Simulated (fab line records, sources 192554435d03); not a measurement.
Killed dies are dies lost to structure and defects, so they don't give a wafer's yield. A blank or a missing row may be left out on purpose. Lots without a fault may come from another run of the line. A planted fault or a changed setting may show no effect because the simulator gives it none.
Chamber matching | flow n5_finfet | N5_BEOL_M1_CVD_47 on cvd_co-02: 3 sister chambers
The step deposits Co from CCTBA/H2, target thk 3 nm, time 223.8 s. 6 wafers are shown with their chamber, then 7 later ones without.

WAFERS WITH THEIR CHAMBER
wafer  | chamber | run_length_s (s)
L904.1 | 0       | 245.3
L904.4 | 2       | 246.7
L907.4 | 0       | 245.2
L907.5 | 2       | 246.1
L908.4 | 1       | 246.2
L909.1 | 1       | 247.1

WAFERS WITHOUT THEIR CHAMBER
wafer  | run_length_s (s)
L909.2 | 245.2
L922.4 | 246.7
L922.5 | 246.4
L922.6 | 245.4
L923.1 | 245.5
L923.3 | 246.4
L923.4 | 245.6

WHICH CHAMBER EACH WENT THROUGH
wafer  | from the rows above          | in truth
L909.2 | 0                            | 0
L922.4 | can't be placed: 1 or 2      | 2
L922.5 | can't be placed: 2 or 1      | 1
L922.6 | can't be placed: 0 or 2      | 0
L923.1 | can't be placed: 0 or 2      | 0
L923.3 | can't be placed: 2 or 1      | 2
L923.4 | can't be placed: 0 or 2 or 1 | 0
Placed correctly: 1 of 7. Can't be placed from these rows: 6 (the true chamber is among the candidates in 6). Placed wrongly: 0.
How it was worked out, from the rows above alone: a wafer's distance from a chamber is the root of the sum, over the readings, of the square of ((its reading less the chamber's mean) divided by the reading's scatter). The wafer belongs to the nearest chamber; if the next one is less than 2 further off, it can't be placed. A chamber's mean is the mean of its shown wafers. The scatter: the root of (the sum of the squares of (reading less its chamber's mean) over the shown wafers, divided by (wafers less chambers)).
